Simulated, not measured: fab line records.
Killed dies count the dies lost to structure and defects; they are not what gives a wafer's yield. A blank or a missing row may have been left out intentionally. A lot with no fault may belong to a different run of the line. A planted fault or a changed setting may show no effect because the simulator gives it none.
fab line records ; flow n5-finfet
[record] lots = 14; wafers = 41; last-day = 18
route steps=1938 shown SD_EPI_P@329 ILD0@346 HKMG_FIN@386 PASSIVATION@1936
lots with no fault: from the same line, run without faults
start-h: hours from the record's opening day to when the first of the lot's shown wafers began ; wait-h: hours from the lot's prior step to this one ; " same as the row above ; L1.1+2: several wafers, shown together as one row ; - either no value or no given start ; * or withheld: withheld ; < > ~ a bound
route shown NAME@n: names a module that has steps shown in the file, with the first one's number in the route ; usual: average and standard deviation across the fault-free wafers ; same: alike in all rows ; chamber/n: place in a boat ; sites: each site's reading ; _std_site: the values' standard deviation ; _edge_site: outer sites' mean less inner sites' ; radius-mm: for every site, how far away it sits from the centre of the wafer ; mask NAME#n: copy n ; behind: the tool/chamber that last shaped the wafer ; hold: why the lot went on hold/how many hours it stayed there/how the hold came to an end ; device: names the non-switching transistor (n, p or np) ; end of line: tests of these same wafers at the route's end ; a step given without rows: its recipe and nothing more ; killed: dies lost to structure and defects at the first sort, not the wafer's yield ; map: a wafer's dies, marking killed ones x, the rest . and places with no die _
set.NAME: the run value of the setting; set.NAME@STEP: its run value at that earlier step ; model.NAME: the simulator's own value behind a step, which no gauge read
steps of the route over a sample of lots; a table a step, a row a wafer
services: the hour from which a tool's chamber was out of use, counted from the record's first day as start-h (under 0 if before that day), plus the number of hours and why
[[steps]]
[step N5_SD_EPI_P_INSPECT_26]
[recipe] inspect-instrument = darkfield; mode = post-epi
[usual] raw-defect-count = 176/31
lot.wafer;tool;chamber;start-h;wait-h;raw-defect-count
L702.1;defect-inspect-02;-;60.66;0.0;166
L702.3;defect-inspect-02;-;60.66;0.0;197
L702.5;defect-inspect-02;-;60.66;0.0;235
L703.2;defect-inspect-02;-;64.98;0.0;143
L703.4;defect-inspect-02;-;64.98;0.0;174
L703.6;defect-inspect-02;-;64.98;0.0;183
L704.1;defect-inspect-02;-;69.93;0.0;164
L704.4;defect-inspect-02;-;69.93;0.0;160
L704.6;defect-inspect-02;-;69.93;0.0;130
L705.1;defect-inspect-02;-;75.77;0.0;177
L705.4;defect-inspect-02;-;75.77;0.0;172
L705.6;defect-inspect-02;-;75.77;0.0;173
L706.2;defect-inspect-02;-;88.04;0.0;213
L706.4;defect-inspect-02;-;88.04;0.0;156
L706.6;defect-inspect-02;-;88.04;0.0;120
L707.2;defect-inspect-02;-;92.78;0.0;172
L707.3;defect-inspect-02;-;92.78;0.0;166
L707.5;defect-inspect-02;-;92.78;0.0;246
L708.1;defect-inspect-02;-;96.48;0.0;228
L708.3;defect-inspect-02;-;96.48;0.0;160
L708.5;defect-inspect-02;-;96.48;0.0;130
L711.2;defect-inspect-01;-;110.27;0.0;132
L711.4;defect-inspect-01;-;110.27;0.0;151
L711.6;defect-inspect-01;-;110.27;0.0;159
L713.2;defect-inspect-01;-;123.83;0.0;189
L713.5;defect-inspect-01;-;123.83;0.0;205
L713.6;defect-inspect-01;-;123.83;0.0;184
L714.1;defect-inspect-01;-;136.78;0.0;147
L714.3;defect-inspect-01;-;136.78;0.0;137
L714.5;defect-inspect-01;-;136.78;0.0;184
L715.3;defect-inspect-01;-;140.19;0.0;156
L715.6;defect-inspect-01;-;140.19;0.0;139
L716.2;defect-inspect-01;-;145.13;0.0;198
L716.3;defect-inspect-01;-;145.13;0.0;188
L716.4;defect-inspect-01;-;145.13;0.0;198
L717.1;defect-inspect-02;-;152.85;0.0;196
L717.4;defect-inspect-02;-;152.85;0.0;158
L717.6;defect-inspect-02;-;152.85;0.0;189
L724.1;defect-inspect-01;-;190.47;0.0;146
L724.2;defect-inspect-01;-;190.47;0.0;180
L724.5;defect-inspect-01;-;190.47;0.0;140
[step N5_ILD0_INSPECT_06]
[recipe] inspect-instrument = darkfield; mode = post-cmp
[usual] raw-defect-count = 36/15
lot.wafer;tool;chamber;start-h;wait-h;raw-defect-count
L702.1;defect-inspect-02;-;68.10;0.0;54
L702.3;defect-inspect-02;-;68.10;0.0;53
L702.5;defect-inspect-02;-;68.10;0.0;44
L703.2;defect-inspect-02;-;72.59;0.0;47
L703.4;defect-inspect-02;-;72.59;0.0;58
L703.6;defect-inspect-02;-;72.59;0.0;40
L704.1;defect-inspect-01;-;77.57;0.0;60
L704.4;defect-inspect-01;-;77.57;0.0;28
L704.6;defect-inspect-01;-;77.57;0.0;54
L705.1;defect-inspect-02;-;82.78;0.0;32
L705.4;defect-inspect-02;-;82.78;0.0;29
L705.6;defect-inspect-02;-;82.78;0.0;33
L706.2;defect-inspect-01;-;95.05;0.0;38
L706.4;defect-inspect-01;-;95.05;0.0;30
L706.6;defect-inspect-01;-;95.05;0.0;27
L707.2;defect-inspect-01;-;100.76;0.0;55
L707.3;defect-inspect-01;-;100.76;0.0;34
L707.5;defect-inspect-01;-;100.76;0.0;44
L708.1;defect-inspect-02;-;104.11;0.0;35
L708.3;defect-inspect-02;-;104.11;0.0;43
L708.5;defect-inspect-02;-;104.11;0.0;42
L711.2;defect-inspect-01;-;117.37;0.0;26
L711.4;defect-inspect-01;-;117.37;0.0;33
L711.6;defect-inspect-01;-;117.37;0.0;21
L713.2;defect-inspect-02;-;132.14;0.0;61
L713.5;defect-inspect-02;-;132.14;0.0;21
L713.6;defect-inspect-02;-;132.14;0.0;49
L714.1;defect-inspect-01;-;143.90;0.0;33
L714.3;defect-inspect-01;-;143.90;0.0;11
L714.5;defect-inspect-01;-;143.90;0.0;60
L715.3;defect-inspect-02;-;147.21;0.0;19
L715.6;defect-inspect-02;-;147.21;0.0;34
L716.2;defect-inspect-01;-;152.28;0.0;11
L716.3;defect-inspect-01;-;152.28;0.0;36
L716.4;defect-inspect-01;-;152.28;0.0;15
L717.1;defect-inspect-02;-;160.08;0.0;39
L717.4;defect-inspect-02;-;160.08;0.0;49
L717.6;defect-inspect-02;-;160.08;0.0;45
L724.1;defect-inspect-02;-;198.57;0.0;28
L724.2;defect-inspect-02;-;198.57;0.0;17
L724.5;defect-inspect-02;-;198.57;0.0;36
[step N5_HKMG_FIN_HK_ALD_01]
[recipe] material = HfO2; target-thk-a = 16; temp-c = withheld; ald-precursor-family = HfCl4; ald-co-reactant = H2O; pulse-time-s = 3; purge-time-s = 3; co-reactant-purge-time-s = 2.5; co-reactant-pulse-time-s = 0.3; ald-cycles = 30
[usual] ald-cycles = 30/0; precursor-pulse-height-rel = 0.999/0.02
[same] co-reactant-purge-time-s = 2.5; pulse-time-s = 3
lot.wafer;tool;chamber;start-h;wait-h;ald-cycles;precursor-pulse-height-rel
L702.1;ald-hk-03;0;73.91;0.0;30;0.975
L702.3;ald-hk-03;2;73.91;0.0;30;0.973
L702.5;ald-hk-03;0;73.91;0.0;30;0.976
L703.2;ald-hk-03;0;77.96;0.0;30;0.989
L703.4;ald-hk-03;1;77.96;0.0;30;1.008
L703.6;ald-hk-03;2;77.96;0.0;30;0.992
L704.1;ald-hk-03;3;82.53;0.0;30;0.979
L704.4;ald-hk-03;1;82.53;0.0;30;0.989
L704.6;ald-hk-03;0;82.53;0.0;30;1.003
L705.1;ald-hk-01;0;88.04;0.0;30;1.009
L705.4;ald-hk-01;3;88.04;0.0;30;1.019
L705.6;ald-hk-01;1;88.04;0.0;30;1.005
L706.2;ald-hk-01;1;100.36;0.0;30;0.996
L706.4;ald-hk-01;0;100.36;0.0;30;0.973
L706.6;ald-hk-01;2;100.36;0.0;30;1.021
L707.2;ald-hk-01;1;106.31;0.0;30;0.983
L707.3;ald-hk-01;2;106.31;0.0;30;1.024
L707.5;ald-hk-01;2;106.31;0.0;30;0.989
L708.1;ald-hk-02;3;109.54;0.0;30;1.040
L708.3;ald-hk-02;2;109.54;0.0;30;1.033
L708.5;ald-hk-02;3;109.54;0.0;30;0.983
L711.2;ald-hk-02;2;122.51;0.0;30;1.014
L711.4;ald-hk-02;0;122.51;0.0;30;0.980
L711.6;ald-hk-02;1;122.51;0.0;30;0.963
L713.2;ald-hk-01;1;137.35;0.0;30;1.004
L713.5;ald-hk-01;1;137.35;0.0;30;1.037
L713.6;ald-hk-01;0;137.35;0.0;30;1.013
L714.1;ald-hk-01;0;149.62;0.0;30;0.981
L714.3;ald-hk-01;2;149.62;0.0;30;1.025
L714.5;ald-hk-01;3;149.62;0.0;30;0.978
L715.3;ald-hk-01;1;152.70;0.0;55;0.984
L715.6;ald-hk-01;0;152.70;0.0;55;0.960
L716.2;ald-hk-01;0;157.39;0.0;30;1.024
L716.3;ald-hk-01;1;157.39;0.0;55;0.989
L716.4;ald-hk-01;3;157.39;0.0;30;0.976
L717.1;ald-hk-01;2;165.23;0.0;30;0.991
L717.4;ald-hk-01;0;165.23;0.0;30;0.989
L717.6;ald-hk-01;3;165.23;0.0;55;0.960
L724.1;ald-hk-02;3;203.76;0.1;30;0.985
L724.2;ald-hk-02;0;203.76;0.1;30;1.006
L724.5;ald-hk-02;0;203.76;0.1;30;0.978
[step N5_HKMG_FIN_THK_MEAS_70]
[recipe] thk-meas-gauge = xrf; reads = HfO2_of_HKMG_FIN_HK_ALD_01
[usual] HK_THK = 1.613/0.019
lot.wafer;tool;chamber;start-h;wait-h;HK_THK[nm]
L702.1;film-metro-02;-;77.69;0.2;1.640
L702.3;film-metro-02;-;77.69;0.2;1.622
L702.5;film-metro-02;-;77.69;0.2;1.629
L703.2;film-metro-02;-;81.47;0.2;1.622
L703.4;film-metro-02;-;81.47;0.2;1.588
L703.6;film-metro-02;-;81.47;0.2;1.608
L704.1;film-metro-02;-;86.00;0.2;1.621
L704.4;film-metro-02;-;86.00;0.2;1.595
L704.6;film-metro-02;-;86.00;0.2;1.656
L705.1;film-metro-01;-;91.48;0.2;1.582
L705.4;film-metro-01;-;91.48;0.2;1.607
L705.6;film-metro-01;-;91.48;0.2;1.607
L706.2;film-metro-02;-;103.98;0.2;1.614
L706.4;film-metro-02;-;103.98;0.2;1.629
L706.6;film-metro-02;-;103.98;0.2;1.659
L707.2;film-metro-02;-;109.65;0.2;1.587
L707.3;film-metro-02;-;109.65;0.2;1.587
L707.5;film-metro-02;-;109.65;0.2;1.624
L708.1;film-metro-02;-;113.31;0.2;1.635
L708.3;film-metro-02;-;113.31;0.2;1.605
L708.5;film-metro-02;-;113.31;0.2;1.639
L711.2;film-metro-02;-;126.01;0.2;1.601
L711.4;film-metro-02;-;126.01;0.2;1.640
L711.6;film-metro-02;-;126.01;0.2;1.654
L713.2;film-metro-01;-;140.75;0.2;1.617
L713.5;film-metro-01;-;140.75;0.2;1.619
L713.6;film-metro-01;-;140.75;0.2;1.600
L714.1;film-metro-02;-;152.94;0.2;1.573
L714.3;film-metro-02;-;152.94;0.2;1.633
L714.5;film-metro-02;-;152.94;0.2;1.619
L715.3;film-metro-01;-;156.54;0.2;2.940
L715.6;film-metro-01;-;156.54;0.2;2.937
L716.2;film-metro-02;-;161.28;0.2;1.615
L716.3;film-metro-02;-;161.28;0.2;2.971
L716.4;film-metro-02;-;161.28;0.2;1.604
L717.1;film-metro-01;-;168.80;0.2;1.589
L717.4;film-metro-01;-;168.80;0.2;1.597
L717.6;film-metro-01;-;168.80;0.2;2.939
L724.1;film-metro-02;-;207.24;0.2;1.603
L724.2;film-metro-02;-;207.24;0.2;1.614
L724.5;film-metro-02;-;207.24;0.2;1.580
[step N5_PASSIVATION_PROBE_49]
[usual] killed_at_M0_to_M3 = 35/12; killed_at_M4_up = 13/5.8; killed-at-contacts = 12/5.5; killed-at-front-end = 36/9.9; killed-at-other = 4/3.7; killed-dies = 101/18; killed-open = 66/13; killed-short = 33/8
[same] gross-dies = 1180; killed-at-back-side = 0
lot.wafer;tool;chamber;start-h;wait-h;killed_at_M0_to_M3;killed_at_M4_up;killed-at-contacts;killed-at-front-end;killed-at-other;killed-dies;killed-open;killed-short
L711.2;prober-01;-;332.39;0.1;23;8;12;53;8;104;63;40
L711.4;prober-01;-;332.49;0.2;28;0;7;35;8;78;56;22
L711.6;prober-01;-;332.59;0.3;40;11;9;59;5;124;96;28
// killed by level:class
L711.2 STI_FIN_REVEAL:geometric-particle:open=13 STI_FIN_REVEAL:geometric-particle:short=10 MOL_CONTACT_COAG:geometric-particle:open=8 BEOL_M0_SAQP:geometric-particle:open=7 FIN_SAQP:geometric-particle:open=5 GATE_CUT:geometric-particle:short=5 BEOL_M1:geometric-particle:open=5 STARTING-WAFER:geometric-particle:short=5
L711.4 STI_FIN_REVEAL:geometric-particle:open=9 BEOL_M0_SAQP:geometric-particle:open=9 MOL_CONTACT_COAG:geometric-particle:open=6 BEOL_M0:geometric-particle:open=5 BEOL_M2:geometric-particle:open=5 BEOL_M0_SAQP:geometric-particle:short=4 BEOL_M3:geometric-particle:open=4 STI_FIN_REVEAL:geometric-particle:short=3
L711.6 FIN_SAQP:geometric-particle:open=20 BEOL_M3:geometric-particle:open=17 STI_FIN_REVEAL:geometric-particle:open=15 BEOL_M0_SAQP:geometric-particle:open=10 MOL_CONTACT_COAG:geometric-particle:open=8 FIN_SAQP:geometric-particle:short=5 STI_FIN_REVEAL:geometric-particle:short=4 BEOL_M0_SAQP:geometric-particle:short=4
[[services]]
tool;chamber;start-h;hours;kind
ald-hk-02;-;159.25;1.0;repair
ald-hk-02;-;172.69;0.7;repair
[[key]]
[first-sign] step = N5_HKMG_FIN_HK_ALD_01; reading = ald-cycles; direction = up; sigmas = 99+; usual = *; struck = *
[effect] step = N5_HKMG_FIN_THK_MEAS_70; reading = HK_THK; direction = up; sigmas = 69; usual = 1.613; struck = 2.947
met-at N5_HKMG_FIN_HK_ALD_01
struck-lots L715,L716,L717
struck-wafers L715.3,L715.6,L716.3,L717.6
tester-left-out L715,L716,L717
not-acting-at N5_SD_EPI_P_INSPECT_26,N5_ILD0_INSPECT_06
onset-between 149.62 152.70
[fault] kind = process-parameter-drift; tool = ald-hk-01; chamber = -; onset-h = 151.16; steps = N5_HKMG_FIN_HK_ALD_01; channel = ald-cycles; offset = *; shape = step; end-h = 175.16; scope = struck-wafers-only; acts-in = *; stated = *
// tester-left-out: of these lots the tester's yield and bins aren't shown, on N5 and GAA mostly nor the transistor test; their killed dies are dies lost to structure and defects alone, not to doping, threshold or leakage, so they don't give the yield
